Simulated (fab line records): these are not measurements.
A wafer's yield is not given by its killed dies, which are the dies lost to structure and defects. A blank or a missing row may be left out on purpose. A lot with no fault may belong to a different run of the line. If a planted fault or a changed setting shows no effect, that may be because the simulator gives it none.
Matching of chambers || flow nand-harc || 4 sister chambers for NHARC_P_M1_CMP_23 on cmp-01
The step polishes, t overpolish 20 s, target thk 157.82 nm. 8 wafers are shown with their chamber, then 9 later ones without.

== WAFERS PAIRED WITH THEIR CHAMBERS ==
{"wafer": "L085.3", "chamber": 3, "motor-current-A (A)": 11.7, "time-to-endpoint-s (s)": 27.3}
{"wafer": "L085.6", "chamber": 2, "motor-current-A (A)": 12.4, "time-to-endpoint-s (s)": 24.9}
{"wafer": "L089.1", "chamber": 2, "motor-current-A (A)": 12.3, "time-to-endpoint-s (s)": 28.6}
{"wafer": "L089.2", "chamber": 3, "motor-current-A (A)": 12.7, "time-to-endpoint-s (s)": 30.7}
{"wafer": "L089.4", "chamber": 0, "motor-current-A (A)": 11.5, "time-to-endpoint-s (s)": 34.5}
{"wafer": "L093.1", "chamber": 1, "motor-current-A (A)": 12.2, "time-to-endpoint-s (s)": 30.4}
{"wafer": "L093.4", "chamber": 0, "motor-current-A (A)": 11.5, "time-to-endpoint-s (s)": 33.7}
{"wafer": "L093.5", "chamber": 1, "motor-current-A (A)": 12.1, "time-to-endpoint-s (s)": 32.3}

== WAFERS WHOSE CHAMBER IS MISSING ==
{"wafer": "L093.2", "motor-current-A (A)": 11.6, "time-to-endpoint-s (s)": 26.1}
{"wafer": "L093.3", "motor-current-A (A)": 12.1, "time-to-endpoint-s (s)": 27.7}
{"wafer": "L093.6", "motor-current-A (A)": 12.4, "time-to-endpoint-s (s)": 28.7}
{"wafer": "L095.2", "motor-current-A (A)": 11.9, "time-to-endpoint-s (s)": 31.4}
{"wafer": "L095.4", "motor-current-A (A)": 10.5, "time-to-endpoint-s (s)": 35.0}
{"wafer": "L095.6", "motor-current-A (A)": 11.9, "time-to-endpoint-s (s)": 25.2}
{"wafer": "L097.1", "motor-current-A (A)": 11.8, "time-to-endpoint-s (s)": 21.7}
{"wafer": "L097.2", "motor-current-A (A)": 11.7, "time-to-endpoint-s (s)": 29.4}
{"wafer": "L097.6", "motor-current-A (A)": 11.5, "time-to-endpoint-s (s)": 29.1}

== WHICH CHAMBER EACH WENT THROUGH ==
{"wafer": "L093.2", "from the rows above": "can't be placed: 2 or 3 or 1", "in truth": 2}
{"wafer": "L093.3", "from the rows above": "can't be placed: 3 or 2 or 1", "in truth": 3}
{"wafer": "L093.6", "from the rows above": "can't be placed: 3 or 2 or 1", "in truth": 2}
{"wafer": "L095.2", "from the rows above": "can't be placed: 1 or 3 or 0", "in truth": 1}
{"wafer": "L095.4", "from the rows above": 0, "in truth": 0}
{"wafer": "L095.6", "from the rows above": "can't be placed: 2 or 3 or 1", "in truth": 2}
{"wafer": "L097.1", "from the rows above": "can't be placed: 2 or 3", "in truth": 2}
{"wafer": "L097.2", "from the rows above": "can't be placed: 3 or 1 or 2 or 0", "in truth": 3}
{"wafer": "L097.6", "from the rows above": "can't be placed: 3 or 1 or 0 or 2", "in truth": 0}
Placed correctly: 1 of 9. These rows do not allow placing 8 (true chamber among the candidates in 8). Number placed wrongly: 0.
How it was worked out, from the rows above alone: a wafer's distance from a chamber is the root of the sum, over the readings, of the square of ((its reading less the chamber's mean) divided by the reading's scatter). If the next closest chamber is less than 2 further off than the closest, the wafer can't be placed; otherwise it belongs to the closest. Each chamber's mean is taken over the wafers shown for it. The scatter: take each reading less its chamber's mean, square it, sum over the shown wafers, divide by the number of wafers less the number of chambers, and take the root.
